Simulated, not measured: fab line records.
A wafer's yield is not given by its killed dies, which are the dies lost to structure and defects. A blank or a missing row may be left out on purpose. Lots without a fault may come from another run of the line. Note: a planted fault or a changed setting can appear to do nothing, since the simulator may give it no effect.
fab line records	flow nand-harc
[record] lots = 5	wafers = 15	last-day = 24
route steps=1159 shown A_M0@1021 A_M1@1026 END@1159
lots untouched by any fault: they come from a run of this same line in which no faults occurred
start-h: hours from the record's opening day to when the first of the lot's shown wafers began	wait-h: hours since the lot's step before	" as in the row above	L1.1+2: several wafers, shown together as one row	- value missing, or start not given	* or withheld: withheld	< > ~ a bound
route shown NAME@n: a module of which the file shows steps, and the number in the route of the first	usual: mean/standard deviation of fault-free wafers	same: alike in all rows	chamber/n: place in a boat	sites: per-site readings	_std_site: how widely they spread, as a standard deviation	_edge_site: inner sites' mean taken away from outer sites' mean	radius-mm: for every site, how far away it sits from the centre of the wafer	mask NAME#n: copy n	behind: tool/chamber where the wafer was last shaped	hold: what put the lot on hold/how long, in hours/how the hold closed	device: the n, p or np transistor that did not switch	end of line: at the end of the route, the tests of the same wafers	a step with no rows: only its recipe	killed: count of dies lost to structure and defects at first sort (not the wafer's yield)	map: per-die view of a wafer (x killed, . not killed, _ where there is no die)
set.NAME: setting as actually run; set.NAME@STEP: the setting as run at that earlier step	model.NAME: the simulator's own value behind a step, which no gauge read
a table for each step, a row for each wafer; lots at some steps of the route
services: when a tool's chamber went out of use (start-h, in hours from the record's first day, below 0 if earlier), for how many hours, and the reason
[[steps]]
[step NHARC_A_M0_SRD_25]
[step NHARC_A_M0_PRE_CLEAN_31]
[recipe] time-s = 12	temp-c = 370	rf-power-w = 300	gas = NH3
[step NHARC_A_M0_DEP_32]
[recipe] target-thk-a = 300	temp-c = 370	target-thk-nm = 30	pressure-torr = 3	flow-sccm = 200	rf-w = 450	material = SiCN
[step NHARC_A_M1_DEP_00]
[recipe] target-thk-a = 1825	target-thk-nm = 182.5	temp-c = withheld	pressure-torr = 5	flow-sccm = 200	rf-w = 600	material = SiOC
[step NHARC_A_M1_DEHYDRATE_01]
[recipe] temp-c = 150	time-s = 120
[step NHARC_A_M1_HMDS_02]
[recipe] time-s = 30
[step NHARC_A_M1_COAT_34]
[recipe] temp-c = 200	time-s = 65
[step NHARC_A_M1_COAT_03]
[recipe] spin-rpm = 1500	resist-thk-nm = 90
[step NHARC_A_M1_SOFTBAKE_04]
[recipe] temp-c = 105	time-s = 55
[step NHARC_A_M1_EBR_05]
[step NHARC_A_M1_EXPOSE_06]
[recipe] na = 1.35	target-cd-nm = 120	dose-mj = 75.13	mask-id = A_M1
[usual] exposure-dose-mJ-cm2 = 75.10/0.087
lot.wafer	tool	chamber	start-h	wait-h	mask	exposure-dose-mJ-cm2
L447.2	arfi-scanner-02	0	404.78	-	A_M1#0	75.08
L447.4	"	0	"	"	A_M1#0	75.18
L447.5	"	0	"	"	A_M1#0	75.21
L458.1	arfi-scanner-02	0	477.93	-	A_M1#0	89.86
L458.2	"	0	"	"	A_M1#0	89.86
L458.5	"	0	"	"	A_M1#0	89.69
L462.2	arfi-scanner-02	0	483.06	-	A_M1#0	87.02
L462.5	"	0	"	"	A_M1#0	86.97
L462.6	"	0	"	"	A_M1#0	86.97
L459.1	arfi-scanner-02	0	486.22	-	A_M1#0	84.62
L459.2	"	0	"	"	A_M1#0	84.56
L459.3	"	0	"	"	A_M1#0	84.54
L467.1	arfi-scanner-03	0	535.97	-	A_M1#0	75.14
L467.2	"	0	"	"	A_M1#0	75.16
L467.6	"	0	"	"	A_M1#0	75.19
[step NHARC_A_M1_PEB_07]
[recipe] peb-temp-c = 100	peb-time-s = 65
[step NHARC_A_M1_DEVELOP_08]
[recipe] develop-time-s = 35	dev-temp-c = 23
[step NHARC_A_M1_CD_MEAS_09]
[recipe] target-cd-nm = 120	landing-energy-ev = 500
[usual] cd-nm = 119.6/0.69
lot.wafer	tool	chamber	start-h	wait-h	hold	cd-nm
L447.2	cd-sem-02	0	404.92	-	-	119.5
L447.4	"	0	"	"	-	120.4
L447.5	"	0	"	"	-	119.7
L458.1	cd-sem-01	0	478.06	-	await-dispo/0.2h/release	131.2
L458.2	"	0	"	"	await-dispo/0.2h/release	131.6
L458.5	"	0	"	"	await-dispo/0.2h/release	131.6
L458.1	cd-sem-01	0	-	-	-	131.5
L458.2	"	0	"	"	-	131.9
L458.5	"	0	"	"	-	131.5
L462.2	cd-sem-02	0	483.20	-	await-dispo/0.2h/release	128.4
L462.5	"	0	"	"	await-dispo/0.2h/release	128.3
L462.6	"	0	"	"	await-dispo/0.2h/release	128.9
L462.2	cd-sem-02	0	-	-	-	128.1
L462.5	"	0	"	"	-	128.1
L462.6	"	0	"	"	-	128.8
L459.1	cd-sem-02	0	486.37	-	await-dispo/0.2h/release	126.7
L459.2	"	0	"	"	await-dispo/0.2h/release	127.3
L459.3	"	0	"	"	await-dispo/0.2h/release	126.8
L459.1	cd-sem-02	0	-	-	-	126.9
L459.2	"	0	"	"	-	127.5
L459.3	"	0	"	"	-	127.0
L467.1	cd-sem-01	0	536.11	-	-	119.8
L467.2	"	0	"	"	-	118.9
L467.6	"	0	"	"	-	118.8
[step NHARC_A_M1_OVL_MEAS_10]
[recipe] pitch-nm = 240
[usual] overlay-x-nm = -0.1/0.88	overlay-y-nm = 0.2/0.8
lot.wafer	tool	chamber	start-h	wait-h	hold	overlay-x-nm	overlay-y-nm
L447.2	overlay-02	-	405.02	-	-	0.0	-1.0
L447.4	"	-	"	"	-	-0.2	-0.3
L447.5	"	-	"	"	-	-0.1	-0.9
L458.1	overlay-01	-	483.02	-	await-dispo/4.7h/release	-1.3	-0.9
L458.2	"	-	"	"	await-dispo/4.7h/release	-1.3	0.0
L458.5	"	-	"	"	await-dispo/4.7h/release	-1.7	-0.1
L459.1	overlay-02	-	488.33	-	await-dispo/1.7h/release	-1.0	0.9
L459.2	"	-	"	"	await-dispo/1.7h/release	-1.2	1.4
L459.3	"	-	"	"	await-dispo/1.7h/release	-0.5	0.8
L462.2	overlay-01	-	489.93	-	await-dispo/6.5h/release	1.1	-0.8
L462.5	"	-	"	"	await-dispo/6.5h/release	0.3	-0.4
L462.6	"	-	"	"	await-dispo/6.5h/release	1.1	-0.5
L467.1	overlay-02	-	536.20	-	-	-1.8	1.8
L467.2	"	-	"	"	-	-2.0	2.5
L467.6	"	-	"	"	-	-2.0	1.9
[step NHARC_A_M1_DESCUM_14]
[recipe] time-s = 3	o2-flow-sccm = 200	ar-flow-sccm = 0	bias-power-w = 0	chemistry = O2
[usual] drypump-motor-current-A = 5.6/0.45	oes-product-au = 1.000/0.0088	rf-vpp-V = 57.7/0.88	showerhead-plenum-p-Torr = 1.92/0.072	throttle-valve-pct = 11.311/0.0091
lot.wafer	tool	chamber	start-h	wait-h	drypump-motor-current-A	oes-product-au	rf-hours-counter-h	rf-vpp-V	showerhead-plenum-p-Torr	throttle-valve-pct	model.A_M1.cd-nm
L447.4	rie-diel-07	0	405.12	0.1	5.1	1.023	13	58.4	2.00	11.309	120.4
L447.2	"	1	"	"	5.4	1.001	11	56.8	1.94	11.291	119.5
L447.5	"	0	"	"	5.1	1.027	-	57.2	2.00	11.313	119.7
L458.2	rie-diel-07	0	483.45	0.4	5.1	1.007	5	58.5	1.99	11.311	131.6
L458.1	"	2	"	"	5.4	0.992	5	58.7	1.96	11.315	132.3
L458.5	"	0	"	"	5.1	1.027	-	58.8	1.99	11.328	131.2
L459.1	rie-diel-09	0	488.43	0.1	5.2	1.006	1	57.3	1.87	11.298	127
L459.2	"	2	"	"	5.3	1.012	1	58.8	2.06	11.310	127.2
L459.3	"	3	"	"	5.9	1.002	1	58.1	1.83	11.314	128.4
L462.2	rie-diel-05	2	490.04	0.1	6.5	0.982	8	56.8	1.91	11.317	128.5
L462.5	"	1	"	"	6.6	0.994	-	58.0	1.98	11.305	128
L462.6	"	2	"	"	6.5	0.994	-	59.0	1.91	11.311	128.7
L467.1	rie-diel-07	2	536.30	0.1	5.4	0.995	9	57.3	1.96	11.322	120
L467.2	"	0	"	"	5.0	1.006	10	58.8	1.99	11.295	118.9
L467.6	"	1	"	"	5.4	1.003	-	59.3	1.94	11.310	119.2
[step NHARC_A_M1_ETCH_35]
[recipe] target-depth-a = 400	overetch-a = 120	time-s = 43.94	ion-energy-ev = 200	n2-flow-sccm = 150	h2-flow-sccm = 150	ar-flow-sccm = 0	rf-w = 400	bias-w = 150	chemistry = N2/H2
[step NHARC_A_M1_ETCH_15]
[recipe] target-depth-a = 1825	time-s = 91.2	c4f8-flow-sccm = withheld	ar-flow-sccm = 400	rf-w = 600	bias-w = 300	chemistry = C4F8/Ar
[step NHARC_A_M1_CD_MEAS_16]
[usual] cd-nm = 119.7/0.86
lot.wafer	tool	chamber	start-h	wait-h	hold	cd-nm
L447.2	cd-sem-02	-	405.46	-	-	119.7
L447.4	"	-	"	"	-	120.7
L447.5	"	-	"	"	-	119.5
L458.1	cd-sem-03	-	483.76	-	await-dispo/0.2h/release	131.7
L458.2	"	-	"	"	await-dispo/0.2h/release	131.2
L458.5	"	-	"	"	await-dispo/0.2h/release	130.6
L458.1	cd-sem-03	-	483.95	0.2	-	131.7
L458.2	"	-	"	"	-	131.0
L458.5	"	-	"	"	-	130.3
L459.1	cd-sem-01	-	489.23	-	await-dispo/0.2h/release	126.3
L459.2	"	-	"	"	await-dispo/0.2h/release	127.0
L459.3	"	-	"	"	await-dispo/0.2h/release	128.4
L459.1	cd-sem-01	-	489.42	0.2	-	126.3
L459.2	"	-	"	"	-	127.1
L459.3	"	-	"	"	-	128.4
L462.2	cd-sem-01	-	490.36	-	await-dispo/0.2h/release	128.7
L462.5	"	-	"	"	await-dispo/0.2h/release	128.2
L462.6	"	-	"	"	await-dispo/0.2h/release	128.7
L462.2	cd-sem-01	-	490.54	0.2	-	129.0
L462.5	"	-	"	"	-	128.3
L462.6	"	-	"	"	-	128.6
L467.1	cd-sem-02	-	537.05	-	-	120.6
L467.2	"	-	"	"	-	118.0
L467.6	"	-	"	"	-	118.6
[step NHARC_A_M1_STRIP_18]
[recipe] power-w = 1000	n2-flow-sccm = 150	h2-flow-sccm = 150	ar-flow-sccm = 0	bias-w = 0	chemistry = N2/H2
[usual] drypump-motor-current-A = 5.7/0.47	oes-product-au = 1.000/0.0096	rf-fwd-power-W = 997/3.2	rf-vpp-V = 90.7/1	showerhead-plenum-p-Torr = 2.05/0.075	throttle-valve-pct = 14.172/0.0088
lot.wafer	tool	chamber	start-h	wait-h	hold	drypump-motor-current-A	oes-product-au	rf-fwd-power-W	rf-hours-counter-h	rf-vpp-V	showerhead-plenum-p-Torr	throttle-valve-pct
L447.4	rie-diel-09	1	405.56	0.1	-	5.7	0.998	995	3.2	90.1	2.10	14.178
L447.2	"	3	"	"	-	5.9	1.011	999	3.9	89.8	1.95	14.179
L447.5	"	0	"	"	-	5.3	0.999	1002	-	91.3	1.99	14.188
L458.2	rie-diel-05	3	485.59	1.6	await-dispo/1.4h/release	5.8	0.996	998	7.4	91.7	2.00	14.163
L458.1	"	0	"	"	await-dispo/1.4h/release	5.8	0.986	997	7.2	90.5	1.96	14.164
L458.5	"	1	"	"	await-dispo/1.4h/release	6.5	0.988	994	-	92.4	2.11	14.174
L459.1	rie-diel-05	0	492.28	2.9	await-dispo/2.7h/release	5.7	0.996	994	7.6	92.1	1.96	14.176
L459.3	"	1	"	"	await-dispo/2.7h/release	6.5	0.996	993	8.0	90.0	2.11	14.156
L459.2	"	2	"	"	await-dispo/2.7h/release	6.5	0.988	996	8.2	90.6	2.04	14.163
L462.2	rie-diel-07	0	493.98	3.4	await-dispo/3.3h/release	5.1	1.020	1003	5.4	91.4	2.13	14.155
L462.6	"	2	"	"	await-dispo/3.3h/release	5.4	0.998	997	-	91.2	2.09	14.171
L462.5	"	3	"	"	await-dispo/3.3h/release	5.2	0.987	996	-	88.9	1.93	14.172
L467.2	rie-diel-09	1	537.12	0.1	-	5.6	1.003	1001	2.4	92.5	2.10	14.169
L467.1	"	0	"	"	-	5.2	1.003	996	2.6	90.3	1.99	14.166
L467.6	"	1	"	"	-	5.6	0.990	1003	-	91.1	2.10	14.168
[step NHARC_A_M1_ETCH_28]
[recipe] target-depth-a = 300	over-etch-frac = 0.3	time-s = 72.99	ion-energy-ev = 150	cf4-flow-sccm = 50	n2-flow-sccm = 100	ar-flow-sccm = 150	rf-w = 300	bias-w = 100	chemistry = CF4/N2
[usual] drypump-motor-current-A = 5.7/0.48	oes-product-au = 1.000/0.0097	rf-fwd-power-W = 297.9/1	rf-vpp-V = 314.1/1.7	showerhead-plenum-p-Torr = 2.63/0.091	throttle-valve-pct = 19.793/0.0092
lot.wafer	tool	chamber	start-h	wait-h	drypump-motor-current-A	oes-product-au	rf-fwd-power-W	rf-hours-counter-h	rf-vpp-V	showerhead-plenum-p-Torr	throttle-valve-pct	model.A_M1.cd-nm
L447.2	rie-diel-09	1	-	-	5.6	0.995	297.9	3.3	316.7	2.70	19.788	119.4
L447.4	"	2	"	"	5.3	0.995	296.9	3.5	317.5	2.81	19.792	120.2
L447.5	"	0	"	"	5.2	1.004	299.0	-	312.9	2.57	19.794	120.3
L458.2	rie-diel-05	3	-	-	5.8	1.006	298.5	7.4	312.1	2.58	19.815	130.7
L458.1	"	1	"	"	6.6	0.999	297.9	7.5	315.5	2.71	19.806	132
L458.5	"	2	"	"	6.5	0.991	298.4	-	314.9	2.62	19.791	129.8
L459.1	rie-diel-05	2	-	-	6.5	0.995	295.6	8.2	314.2	2.62	19.795	127.1
L459.3	"	3	"	"	5.8	1.007	297.6	7.8	313.4	2.58	19.781	128.3
L459.2	"	1	"	"	6.5	0.987	296.8	8.0	315.7	2.71	19.777	127.4
L462.2	rie-diel-07	0	-	-	5.0	1.019	296.8	5.4	316.2	2.73	19.806	128.5
L462.5	"	2	"	"	5.4	1.003	298.9	-	315.3	2.69	19.792	128.6
L462.6	"	3	"	"	5.2	0.998	296.5	-	311.0	2.49	19.788	128.7
L467.1	rie-diel-09	2	-	-	5.3	1.004	298.2	2.7	317.5	2.81	19.792	121.1
L467.2	"	0	"	"	5.3	1.002	297.0	2.6	313.5	2.57	19.801	117.3
L467.6	"	2	"	"	5.3	1.001	298.0	-	316.3	2.81	19.783	117.9
[step NHARC_A_M1_STRIP_19]
[recipe] time-s = 600	temp-c = 30	chemistry = post-etch-residue-remover
[step NHARC_END_SORT_01]
[recipe] temp-c = 25
[usual] defect-limited-yield = 95.2/1.6	killed-at-array = 29/11	killed-at-other = 0.6/0.75	killed-at-periphery = 3.1/2.1	killed-dies = 32/11	killed-open = 3.0/1.8	killed-short = 1.8/1.3	sort_bin_2_pct = 1.5/0.7	sort_bin_3_pct = 0.26/0.22	sort_bin_4_pct = 3.0/1	sort-n-pass = 645/11	sort-rim-yield-pct = 94.9/3	sort-yield-pct = 95.2/1.6
[same] gross-dies = 677	sort_bin_5_pct[%] = 0	sort_bin_6_pct[%] = 0	sort_bin_7_pct[%] = 0	sort_bin_8_pct[%] = 0	sort-rim-n-gross = 106.00
lot.wafer	tool	chamber	start-h	wait-h	defect-limited-yield[%]	killed-at-array	killed-at-other	killed-at-periphery	killed-dies	killed-open	killed-short	sort_bin_2_pct[%]	sort_bin_3_pct[%]	sort_bin_4_pct[%]	sort-n-pass	sort-rim-yield-pct[%]	sort-yield-pct[%]
L447.2	prober-02	0	451.88	2.8	96.5	21	0	3	24	2	3	1.0	0	2.5	653	95.3	96.5
L447.4	prober-02	0	453.49	3.4	96.0	26	1	0	27	4	4	0.9	0.30	2.8	650	95.3	96.0
L447.5	prober-02	0	454.29	3.7	96.0	27	0	0	27	2	4	1.2	0	2.8	650	95.3	96.0
L458.1	prober-02	0	527.91	2.5	97.3	14	0	4	18	1	2	0.9	0.30	1.5	659	97.2	97.3
L458.2	prober-02	0	528.72	2.8	96.6	16	1	6	23	5	2	0.4	0.59	2.4	654	98.1	96.6
L458.5	prober-02	0	531.16	3.7	97.8	11	0	4	15	0	0	0.1	0.30	1.8	662	98.1	97.8
L462.2	prober-02	0	532.32	2.8	93.8	40	1	1	42	4	2	1.3	0.15	4.7	635	92.5	93.8
L462.5	prober-02	0	534.72	3.7	93.1	43	1	3	47	5	2	1.8	0.59	4.6	630	92.5	93.1
L462.6	prober-02	0	535.52	4.0	94.8	32	2	1	35	2	0	1.9	0.44	2.8	642	92.5	94.8
L459.1	prober-01	0	533.14	2.5	96.5	20	0	4	24	3	2	0.4	0.30	2.8	653	96.2	96.5
L459.2	prober-01	0	533.94	2.8	95.9	20	1	7	28	3	1	0.9	0.15	3.1	649	94.3	95.9
L459.3	prober-01	0	534.74	3.1	95.6	26	0	4	30	4	1	1.6	0.30	2.5	647	96.2	95.6
L467.1	prober-01	0	573.39	2.5	95.0	29	1	4	34	1	0	1.8	0.30	3.0	643	95.3	95.0
L467.2	prober-01	0	574.20	2.8	94.5	33	0	4	37	5	4	1.9	0.30	3.2	640	96.2	94.5
L467.6	prober-01	0	577.43	4.0	95.3	28	0	4	32	1	0	1.6	0.44	2.7	645	91.5	95.3
// killed by level:class
L447.2 A_CHANNEL_HOLE_D1:chamber-film-flake=11 A_SLIT:chamber-film-flake=4 P_STI:chamber-film-flake=2 P_CONTACT:geometric-particle:open=1 A_SGD_CUT:geometric-particle:short=1 A_WL_FILL:geometric-particle:short=1 A_CONTACT:geometric-particle:short=1 A_BLC:geometric-particle:open=1
L447.4 A_CHANNEL_HOLE_D1:chamber-film-flake=10 A_SLIT:chamber-film-flake=5 A_CHANNEL_HOLE_D1:geometric-particle:open=2 A_CONTACT:chamber-film-flake=2 A_CHANNEL_FILL_D1:geometric-particle:short=1 A_SGD_CUT:geometric-particle:open=1 A_SGD_CUT:geometric-particle:short=1 A_CONTACT:geometric-particle:short=1
L447.5 A_CHANNEL_HOLE_D1:chamber-film-flake=13 A_ZERO_WELL:chamber-film-flake=3 A_SLIT:chamber-film-flake=3 A_ONON_D1:geometric-particle:open=1 A_CHANNEL_HOLE_D1:geometric-particle:short=1 A_CHANNEL_FILL_D1:geometric-particle:open=1 A_CHANNEL_FILL_D1:geometric-particle:short=1 A_WL_FILL:geometric-particle:short=1
L458.1 A_CHANNEL_HOLE_D1:chamber-film-flake=6 A_STAIRCASE:chamber-film-flake=3 P_BONDPAD:chamber-film-flake=2 P_GATE:geometric-particle:open=1 P_CONTACT:geometric-particle:short=1 A_WL_FILL:geometric-particle:short=1 A_CHANNEL_FILL_D1:chamber-film-flake=1 A_SLIT:chamber-film-flake=1
L458.2 A_STAIRCASE:chamber-film-flake=6 A_CHANNEL_HOLE_D1:chamber-film-flake=5 A_CONTACT:geometric-particle:open=2 P_BONDPAD:chamber-film-flake=2 A_M1:area-expose=2 P_GATE:geometric-particle:open=1 P_CONTACT:geometric-particle:short=1 P_CONTACT:geometric-particle:open=1
L458.5 P_GATE:chamber-film-flake=4 A_CHANNEL_HOLE_D1:chamber-film-flake=4 A_CONTACT:chamber-film-flake=4 A_M1:area-expose=2 A_STAIRCASE:chamber-film-flake=1
L462.2 A_SLIT:chamber-film-flake=13 A_STAIRCASE:chamber-film-flake=7 A_CHANNEL_HOLE_D1:chamber-film-flake=6 A_BONDPAD:chamber-film-flake=6 A_WL_FILL:geometric-particle:open=2 A_CHANNEL_FILL_D1:chamber-film-flake=2 P_M1:geometric-particle:open=1 A_CHANNEL_FILL_D1:geometric-particle:open=1
L459.1 A_CHANNEL_HOLE_D1:chamber-film-flake=7 P_BONDPAD:chamber-film-flake=4 A_CONTACT:chamber-film-flake=3 A_CONTACT:geometric-particle:open=2 A_ZERO_WELL:chamber-film-flake=2 A_STAIRCASE:chamber-film-flake=2 A_SOURCE_PLATE:geometric-particle:short=1 A_ONON_D1:geometric-particle:open=1
L459.2 A_CHANNEL_HOLE_D1:chamber-film-flake=12 P_GATE:chamber-film-flake=3 P_BONDPAD:chamber-film-flake=2 A_ZERO_WELL:chamber-film-flake=2 P_CONTACT:geometric-particle:open=1 P_M0:geometric-particle:open=1 A_SOURCE_PLATE:geometric-particle:short=1 A_CONTACT:geometric-particle:open=1
L462.5 A_SLIT:chamber-film-flake=16 A_CHANNEL_HOLE_D1:chamber-film-flake=6 A_STAIRCASE:chamber-film-flake=5 A_BONDPAD:chamber-film-flake=4 P_ZERO_WELL:chamber-film-flake=3 A_CONTACT:chamber-film-flake=3 A_M0:geometric-particle:open=2 A_CHANNEL_FILL_D1:chamber-film-flake=2
L459.3 A_CHANNEL_HOLE_D1:chamber-film-flake=16 P_BONDPAD:chamber-film-flake=3 A_STAIRCASE:chamber-film-flake=2 A_CONTACT:chamber-film-flake=2 A_SOURCE_PLATE:geometric-particle:open=1 A_CHANNEL_HOLE_D1:geometric-particle:open=1 A_WL_FILL:geometric-particle:open=1 A_CONTACT:geometric-particle:open=1
L462.6 A_SLIT:chamber-film-flake=14 A_STAIRCASE:chamber-film-flake=5 A_CHANNEL_HOLE_D1:chamber-film-flake=4 A_CONTACT:chamber-film-flake=4 THIN_TSV:chamber-film-flake=2 A_CHANNEL_FILL_D1:geometric-particle:open=1 A_WL_FILL:geometric-particle:open=1 P_ZERO_WELL:chamber-film-flake=1
L467.1 A_CHANNEL_HOLE_D1:chamber-film-flake=22 A_CONTACT:chamber-film-flake=4 P_STI:chamber-film-flake=2 A_STAIRCASE:chamber-film-flake=2 P_M0:geometric-particle:open=1 P_M2:chamber-film-flake=1 A_ZERO_WELL:chamber-film-flake=1 THIN_TSV:chamber-film-flake=1
L467.2 A_CHANNEL_HOLE_D1:chamber-film-flake=17 A_CONTACT:chamber-film-flake=5 A_STAIRCASE:chamber-film-flake=4 A_WL_FILL:geometric-particle:open=3 A_CONTACT:geometric-particle:open=2 P_STI:chamber-film-flake=2 P_GATE:geometric-particle:short=1 P_M1:geometric-particle:short=1
L467.6 A_CHANNEL_HOLE_D1:chamber-film-flake=20 P_STI:chamber-film-flake=4 A_STAIRCASE:chamber-film-flake=4 A_CONTACT:chamber-film-flake=2 A_BLC:geometric-particle:open=1 A_SLIT:chamber-film-flake=1
[[services]]
tool	chamber	start-h	hours	kind
rie-diel-05	-	384.09	0.5	repair
rie-diel-07	0	384.36	-	clean
rie-diel-07	1	384.36	-	clean
rie-diel-07	2	384.36	-	clean
rie-diel-07	3	384.36	-	clean
rie-diel-09	0	385.65	-	clean
rie-diel-09	1	385.65	-	clean
rie-diel-09	2	385.65	-	clean
rie-diel-09	3	385.65	-	clean
rie-diel-09	1	394.64	2.1	repair
rie-diel-05	0	398.84	-	clean
rie-diel-05	1	398.84	-	clean
rie-diel-05	2	398.84	-	clean
rie-diel-05	3	398.84	-	clean
arfi-scanner-02	-	428.00	4.0	pm
rie-diel-09	-	431.10	9.0	pm
arfi-scanner-03	-	431.22	0.5	repair
arfi-scanner-03	-	461.45	1.1	repair
arfi-scanner-03	-	484.00	4.0	pm
rie-diel-07	3	489.96	2.9	repair
rie-diel-07	1	492.59	5.1	repair
rie-diel-09	1	494.83	5.1	repair
rie-diel-05	-	517.61	9.0	pm
rie-diel-05	2	534.46	23.2	repair
[[key]]
[first-sign] step = NHARC_A_M1_EXPOSE_06	reading = exposure-dose-mJ-cm2	direction = up	sigmas = 99+	usual = 75.10	struck = 87.12
[effect] step = NHARC_A_M1_CD_MEAS_09	reading = visit	direction = added	through = control-loop
[effect] step = NHARC_A_M1_CD_MEAS_09	reading = cd-nm	direction = up	sigmas = 14	usual = 119.6	struck = 129.0	through = control-loop
[effect] step = NHARC_A_M1_CD_MEAS_16	reading = visit	direction = added	through = control-loop
[effect] step = NHARC_A_M1_CD_MEAS_16	reading = cd-nm	direction = up	sigmas = 11	usual = 119.7	struck = 129.0	through = control-loop
[model-effect] step = NHARC_A_M1_DESCUM_14	value = A_M1.cd-nm	without = 120.4	struck = 129.2
[model-effect] step = NHARC_A_M1_ETCH_28	value = A_M1.cd-nm	without = 120.2	struck = 129
met-at NHARC_A_M1_EXPOSE_06
struck-wafers L458.1,L458.2,L458.5,L459.1,L459.2,L459.3,L462.2,L462.5,L462.6
[loop-trim] step = NHARC_A_M1_EXPOSE_06	setting = dose	lots = L459,L462
onset-between 404.78 477.93
[fault] kind = process-parameter-drift	tool = arfi-scanner-02	chamber = -	onset-h = 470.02	steps = NHARC_A_M1_EXPOSE_06	channel = dose-mj	offset = 14.748	shape = step	acts-in = these-recipes-only	stated = 75.13
// loop-trim: a control loop set the setting to another value than it would have without faults
